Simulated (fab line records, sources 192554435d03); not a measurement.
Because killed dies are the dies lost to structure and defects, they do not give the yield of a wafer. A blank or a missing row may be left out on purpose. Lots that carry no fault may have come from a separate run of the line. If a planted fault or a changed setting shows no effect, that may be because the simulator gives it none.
Which of the tools did it? || flow n5Finfet || 72 wafers from 24 lots sampled at 4 of the route's 1938 steps

WHAT THE GAUGES READ, wafer by wafer
N5_MIM_TOP_LITHO_CD_MEAS_08: target cd 2000 nm. Usual: cdNm at 2000.2 nm, with a standard deviation of 2.6.
{"lot": "L074", "measured": "day 13 01:36", "on": "cdSem-02", "cdNm (nm)": "2000.3 2001.1 1998.5", "flag": ""}
{"lot": "L075", "measured": "day 13 20:40", "on": "cdSem-02", "cdNm (nm)": "2002.7 2006.5 2002.0", "flag": ""}
{"lot": "L078", "measured": "day 14 10:53", "on": "cdSem-02", "cdNm (nm)": "2000.0 1998.6 1997.6", "flag": ""}
{"lot": "L076", "measured": "day 14 11:23", "on": "cdSem-03", "cdNm (nm)": "2001.9 2001.4 2003.1", "flag": ""}
{"lot": "L077", "measured": "day 14 14:31", "on": "cdSem-02", "cdNm (nm)": "1999.1 2002.1 2000.5", "flag": ""}
{"lot": "L079", "measured": "day 14 22:01", "on": "cdSem-02", "cdNm (nm)": "1998.1 2002.2 2000.3", "flag": ""}
{"lot": "L083", "measured": "day 15 00:29", "on": "cdSem-03", "cdNm (nm)": "1997.5 1998.6 1998.9", "flag": ""}
{"lot": "L082", "measured": "day 15 03:27", "on": "cdSem-02", "cdNm (nm)": "1999.0 2002.9 2002.6", "flag": ""}
{"lot": "L080", "measured": "day 15 13:44", "on": "cdSem-03", "cdNm (nm)": "1997.9 2000.5 1997.6", "flag": ""}
{"lot": "L084", "measured": "day 16 05:04", "on": "cdSem-03", "cdNm (nm)": "1999.7 1999.0 1998.8", "flag": ""}
{"lot": "L081", "measured": "day 16 06:11", "on": "cdSem-03", "cdNm (nm)": "1999.7 1995.5 1998.7", "flag": ""}
{"lot": "L085", "measured": "day 16 09:20", "on": "cdSem-01", "cdNm (nm)": "1997.1 2003.9 2001.2", "flag": ""}
{"lot": "L088", "measured": "day 17 01:41", "on": "cdSem-02", "cdNm (nm)": "1996.5 2002.0 1998.3", "flag": ""}
{"lot": "L087", "measured": "day 17 04:01", "on": "cdSem-01", "cdNm (nm)": "2002.2 1998.2 1997.8", "flag": ""}
{"lot": "L089", "measured": "day 17 04:55", "on": "cdSem-01", "cdNm (nm)": "2002.1 2001.9 2002.7", "flag": ""}
{"lot": "L086", "measured": "day 17 22:55", "on": "cdSem-02", "cdNm (nm)": "2001.5 2002.4 2001.8", "flag": ""}
{"lot": "L091", "measured": "day 17 23:50", "on": "cdSem-02", "cdNm (nm)": "2001.3 2001.2 2002.3", "flag": ""}
{"lot": "L093", "measured": "day 18 13:59", "on": "cdSem-01", "cdNm (nm)": "1999.2 2003.3 2001.5", "flag": ""}
{"lot": "L092", "measured": "day 18 19:14", "on": "cdSem-01", "cdNm (nm)": "2001.6 2000.6 2000.0", "flag": ""}
{"lot": "L094", "measured": "day 19 16:20", "on": "cdSem-02", "cdNm (nm)": "1997.5 2000.7 2000.9", "flag": ""}
{"lot": "L090", "measured": "day 20 02:44", "on": "cdSem-02", "cdNm (nm)": "2000.1 2004.1 2000.7", "flag": ""}
{"lot": "L097", "measured": "day 20 11:38", "on": "cdSem-03", "cdNm (nm)": "1995.4 2000.7 2002.9", "flag": ""}
{"lot": "L096", "measured": "day 20 11:53", "on": "cdSem-01", "cdNm (nm)": "2000.7 2001.3 2002.1", "flag": ""}
{"lot": "L095", "measured": "day 20 23:07", "on": "cdSem-01", "cdNm (nm)": "2002.0 1999.9 2000.8", "flag": ""}

N5_MIM_BOT_LITHO_OVL_MEAS_11. Usual: MIM_BOT_OVL typically reads 5 nm, with standard deviation 6.
{"lot": "L074", "measured": "day 13 02:29", "on": "overlay-01", "MIM_BOT_OVL (nm)": "-2 15 8", "flag": ""}
{"lot": "L075", "measured": "day 13 21:33", "on": "overlay-02", "MIM_BOT_OVL (nm)": "0 9 5", "flag": ""}
{"lot": "L078", "measured": "day 14 11:52", "on": "overlay-02", "MIM_BOT_OVL (nm)": "5 2 1", "flag": ""}
{"lot": "L076", "measured": "day 14 12:11", "on": "overlay-01", "MIM_BOT_OVL (nm)": "7 9 9", "flag": ""}
{"lot": "L077", "measured": "day 14 15:30", "on": "overlay-01", "MIM_BOT_OVL (nm)": "12 12 6", "flag": ""}
{"lot": "L079", "measured": "day 14 22:59", "on": "overlay-02", "MIM_BOT_OVL (nm)": "5 4 -3", "flag": ""}
{"lot": "L083", "measured": "day 15 01:23", "on": "overlay-01", "MIM_BOT_OVL (nm)": "9 7 6", "flag": ""}
{"lot": "L082", "measured": "day 15 04:13", "on": "overlay-02", "MIM_BOT_OVL (nm)": "2 2 8", "flag": ""}
{"lot": "L080", "measured": "day 15 14:39", "on": "overlay-02", "MIM_BOT_OVL (nm)": "11 2 3", "flag": ""}
{"lot": "L084", "measured": "day 16 06:31", "on": "overlay-02", "MIM_BOT_OVL (nm)": "-3 -9 0", "flag": ""}
{"lot": "L081", "measured": "day 16 07:53", "on": "overlay-02", "MIM_BOT_OVL (nm)": "11 2 6", "flag": ""}
{"lot": "L085", "measured": "day 16 10:40", "on": "overlay-02", "MIM_BOT_OVL (nm)": "5 -7 -2", "flag": ""}
{"lot": "L088", "measured": "day 17 02:39", "on": "overlay-02", "MIM_BOT_OVL (nm)": "3 9 4", "flag": ""}
{"lot": "L087", "measured": "day 17 05:16", "on": "overlay-01", "MIM_BOT_OVL (nm)": "5 10 11", "flag": ""}
{"lot": "L089", "measured": "day 17 05:41", "on": "overlay-02", "MIM_BOT_OVL (nm)": "0 2 -6", "flag": ""}
{"lot": "L086", "measured": "day 18 00:01", "on": "overlay-02", "MIM_BOT_OVL (nm)": "17 18 13", "flag": ""}
{"lot": "L091", "measured": "day 18 00:37", "on": "overlay-02", "MIM_BOT_OVL (nm)": "5 8 2", "flag": ""}
{"lot": "L093", "measured": "day 18 15:05", "on": "overlay-01", "MIM_BOT_OVL (nm)": "-4 1 6", "flag": ""}
{"lot": "L092", "measured": "day 18 20:00", "on": "overlay-01", "MIM_BOT_OVL (nm)": "10 9 2", "flag": ""}
{"lot": "L094", "measured": "day 19 17:05", "on": "overlay-02", "MIM_BOT_OVL (nm)": "5 17 1", "flag": ""}
{"lot": "L090", "measured": "day 20 03:36", "on": "overlay-02", "MIM_BOT_OVL (nm)": "6 6 11", "flag": ""}
{"lot": "L097", "measured": "day 20 12:44", "on": "overlay-01", "MIM_BOT_OVL (nm)": "5 -5 -1", "flag": ""}
{"lot": "L096", "measured": "day 20 12:53", "on": "overlay-01", "MIM_BOT_OVL (nm)": "4 -4 3", "flag": ""}
{"lot": "L095", "measured": "day 21 00:55", "on": "overlay-02", "MIM_BOT_OVL (nm)": "1 -6 3", "flag": ""}

N5_MIM_BOT_LITHO_INSPECT_12: inspects for defects (macro). Usual: rawDefectCount at 2.1, with a standard deviation of 1.6.
{"lot": "L074", "measured": "day 13 02:31", "on": "defectInspect-02", "rawDefectCount": "0 0 2", "flag": ""}
{"lot": "L075", "measured": "day 13 21:34", "on": "defectInspect-01", "rawDefectCount": "3 0 2", "flag": ""}
{"lot": "L078", "measured": "day 14 11:53", "on": "defectInspect-02", "rawDefectCount": "3 1 1", "flag": ""}
{"lot": "L076", "measured": "day 14 12:12", "on": "defectInspect-02", "rawDefectCount": "2 2 1", "flag": ""}
{"lot": "L077", "measured": "day 14 15:31", "on": "defectInspect-02", "rawDefectCount": "1 1 1", "flag": ""}
{"lot": "L079", "measured": "day 14 23:01", "on": "defectInspect-01", "rawDefectCount": "0 2 0", "flag": ""}
{"lot": "L083", "measured": "day 15 01:25", "on": "defectInspect-02", "rawDefectCount": "3 2 1", "flag": ""}
{"lot": "L082", "measured": "day 15 04:14", "on": "defectInspect-01", "rawDefectCount": "1 2 1", "flag": ""}
{"lot": "L080", "measured": "day 15 14:40", "on": "defectInspect-01", "rawDefectCount": "2 1 3", "flag": ""}
{"lot": "L084", "measured": "day 16 06:32", "on": "defectInspect-02", "rawDefectCount": "2 3 1", "flag": ""}
{"lot": "L081", "measured": "day 16 07:54", "on": "defectInspect-01", "rawDefectCount": "2 1 3", "flag": ""}
{"lot": "L085", "measured": "day 16 10:41", "on": "defectInspect-01", "rawDefectCount": "4 2 2", "flag": ""}
{"lot": "L088", "measured": "day 17 02:41", "on": "defectInspect-02", "rawDefectCount": "0 2 0", "flag": ""}
{"lot": "L087", "measured": "day 17 05:17", "on": "defectInspect-01", "rawDefectCount": "4 2 2", "flag": ""}
{"lot": "L089", "measured": "day 17 05:43", "on": "defectInspect-01", "rawDefectCount": "2 1 2", "flag": ""}
{"lot": "L086", "measured": "day 18 00:03", "on": "defectInspect-02", "rawDefectCount": "1 0 5", "flag": ""}
{"lot": "L091", "measured": "day 18 00:39", "on": "defectInspect-02", "rawDefectCount": "2 3 4", "flag": ""}
{"lot": "L093", "measured": "day 18 15:06", "on": "defectInspect-01", "rawDefectCount": "2 2 0", "flag": ""}
{"lot": "L092", "measured": "day 18 20:01", "on": "defectInspect-02", "rawDefectCount": "1 4 2", "flag": ""}
{"lot": "L094", "measured": "day 19 17:07", "on": "defectInspect-01", "rawDefectCount": "2 2 3", "flag": ""}
{"lot": "L090", "measured": "day 20 03:38", "on": "defectInspect-01", "rawDefectCount": "2 2 2", "flag": ""}
{"lot": "L097", "measured": "day 20 12:46", "on": "defectInspect-02", "rawDefectCount": "2 0 1", "flag": ""}
{"lot": "L096", "measured": "day 20 12:55", "on": "defectInspect-02", "rawDefectCount": "3 1 1", "flag": ""}
{"lot": "L095", "measured": "day 21 00:56", "on": "defectInspect-02", "rawDefectCount": "6 4 1", "flag": ""}

TOOL THAT RAN EACH LOT (tool first, then ch and the chambers of the sampled wafers, then the start)
{"lot": "L074", "N5_BEOL_M15_SPUTTER_45": "pvdSputter-01, day 12 20:53"}
{"lot": "L075", "N5_BEOL_M15_SPUTTER_45": "pvdSputter-03, day 13 15:59"}
{"lot": "L078", "N5_BEOL_M15_SPUTTER_45": "pvdSputter-03, day 14 04:51"}
{"lot": "L076", "N5_BEOL_M15_SPUTTER_45": "pvdSputter-02, day 14 06:31"}
{"lot": "L077", "N5_BEOL_M15_SPUTTER_45": "pvdSputter-03, day 14 10:05"}
{"lot": "L079", "N5_BEOL_M15_SPUTTER_45": "pvdSputter-03, day 14 17:51"}
{"lot": "L083", "N5_BEOL_M15_SPUTTER_45": "pvdSputter-01, day 14 19:15"}
{"lot": "L082", "N5_BEOL_M15_SPUTTER_45": "pvdSputter-02, day 14 23:40"}
{"lot": "L080", "N5_BEOL_M15_SPUTTER_45": "pvdSputter-01, day 15 09:49"}
{"lot": "L084", "N5_BEOL_M15_SPUTTER_45": "pvdSputter-03, day 15 23:31"}
{"lot": "L081", "N5_BEOL_M15_SPUTTER_45": "pvdSputter-02, day 16 02:38"}
{"lot": "L085", "N5_BEOL_M15_SPUTTER_45": "pvdSputter-02, day 16 05:32"}
{"lot": "L088", "N5_BEOL_M15_SPUTTER_45": "pvdSputter-02, day 16 17:49"}
{"lot": "L087", "N5_BEOL_M15_SPUTTER_45": "pvdSputter-03, day 16 18:10"}
{"lot": "L089", "N5_BEOL_M15_SPUTTER_45": "pvdSputter-03, day 17 00:56"}
{"lot": "L086", "N5_BEOL_M15_SPUTTER_45": "pvdSputter-03, day 17 17:52"}
{"lot": "L091", "N5_BEOL_M15_SPUTTER_45": "pvdSputter-02, day 17 18:12"}
{"lot": "L093", "N5_BEOL_M15_SPUTTER_45": "pvdSputter-02, day 18 06:57"}
{"lot": "L092", "N5_BEOL_M15_SPUTTER_45": "pvdSputter-03, day 18 14:24"}
{"lot": "L094", "N5_BEOL_M15_SPUTTER_45": "pvdSputter-03, day 19 03:51"}
{"lot": "L090", "N5_BEOL_M15_SPUTTER_45": "pvdSputter-03, day 19 22:00"}
{"lot": "L097", "N5_BEOL_M15_SPUTTER_45": "pvdSputter-02, day 20 02:41"}
{"lot": "L096", "N5_BEOL_M15_SPUTTER_45": "pvdSputter-02, day 20 04:52"}
{"lot": "L095", "N5_BEOL_M15_SPUTTER_45": "pvdSputter-03, day 20 14:04"}
- N5_BEOL_M15_SPUTTER_45: material Cu, target thk 100 nm, time 16.67 s.

AS READ BY THE TOOLS THEMSELVES (means over the sampled wafers that have a number; for cases with no such wafer, the mark the record gives instead)
N5_BEOL_M15_SPUTTER_45. Usual: biasV 60.0 V, standard deviation 0.6; throttleValvePct 29.6 %, standard deviation 0.87.
{"lot": "L074", "tool": "pvdSputter-01", "biasV (V)": 60.1, "throttleValvePct (%)": 30.1, "flag": ""}
{"lot": "L075", "tool": "pvdSputter-03", "biasV (V)": 59.7, "throttleValvePct (%)": 28.9, "flag": ""}
{"lot": "L078", "tool": "pvdSputter-03", "biasV (V)": 60.6, "throttleValvePct (%)": 30.5, "flag": ""}
{"lot": "L076", "tool": "pvdSputter-02", "biasV (V)": 60.0, "throttleValvePct (%)": 29.6, "flag": ""}
{"lot": "L077", "tool": "pvdSputter-03", "biasV (V)": 59.8, "throttleValvePct (%)": 29.9, "flag": ""}
{"lot": "L079", "tool": "pvdSputter-03", "biasV (V)": 60.1, "throttleValvePct (%)": 28.8, "flag": ""}
{"lot": "L083", "tool": "pvdSputter-01", "biasV (V)": 59.8, "throttleValvePct (%)": 29.9, "flag": ""}
{"lot": "L082", "tool": "pvdSputter-02", "biasV (V)": 59.9, "throttleValvePct (%)": 29.4, "flag": ""}
{"lot": "L080", "tool": "pvdSputter-01", "biasV (V)": 60.1, "throttleValvePct (%)": 29.4, "flag": ""}
{"lot": "L084", "tool": "pvdSputter-03", "biasV (V)": 59.7, "throttleValvePct (%)": 30.0, "flag": ""}
{"lot": "L081", "tool": "pvdSputter-02", "biasV (V)": 59.9, "throttleValvePct (%)": 29.6, "flag": ""}
{"lot": "L085", "tool": "pvdSputter-02", "biasV (V)": 60.2, "throttleValvePct (%)": 29.3, "flag": ""}
{"lot": "L088", "tool": "pvdSputter-02", "biasV (V)": 59.7, "throttleValvePct (%)": 29.2, "flag": ""}
{"lot": "L087", "tool": "pvdSputter-03", "biasV (V)": 60.3, "throttleValvePct (%)": 29.6, "flag": ""}
{"lot": "L089", "tool": "pvdSputter-03", "biasV (V)": 60.2, "throttleValvePct (%)": 29.4, "flag": ""}
{"lot": "L086", "tool": "pvdSputter-03", "biasV (V)": 60.5, "throttleValvePct (%)": 29.2, "flag": ""}
{"lot": "L091", "tool": "pvdSputter-02", "biasV (V)": 60.1, "throttleValvePct (%)": 29.9, "flag": ""}
{"lot": "L093", "tool": "pvdSputter-02", "biasV (V)": 60.4, "throttleValvePct (%)": 30.0, "flag": ""}
{"lot": "L092", "tool": "pvdSputter-03", "biasV (V)": 59.7, "throttleValvePct (%)": 30.3, "flag": ""}
{"lot": "L094", "tool": "pvdSputter-03", "biasV (V)": 60.0, "throttleValvePct (%)": 29.4, "flag": ""}
{"lot": "L090", "tool": "pvdSputter-03", "biasV (V)": 59.6, "throttleValvePct (%)": 29.6, "flag": ""}
{"lot": "L097", "tool": "pvdSputter-02", "biasV (V)": 60.0, "throttleValvePct (%)": 29.4, "flag": ""}
{"lot": "L096", "tool": "pvdSputter-02", "biasV (V)": 59.3, "throttleValvePct (%)": 29.5, "flag": ""}
{"lot": "L095", "tool": "pvdSputter-03", "biasV (V)": 60.2, "throttleValvePct (%)": 30.0, "flag": ""}

THE ANSWER, worked out from the rows above alone
Rule: take the mean of a lot's wafers that have a number; if it is more than 3 standard deviations from the usual mean, the lot is off. Also off: a lot with no number at a reading for which 4 or more lots have one. Where the step has rows for the other lots, those lots are counted as sound. Order of review: gauges by route order, followed by the tools' own readings, for which a lot's mean as printed above is used. At the first step where some lot is off, the reading lying furthest off is the one used; lots without a number count as furthest.
Nothing can be told from this: no lot is off at any reading shown.

WHAT THE SIMULATOR PUT IN
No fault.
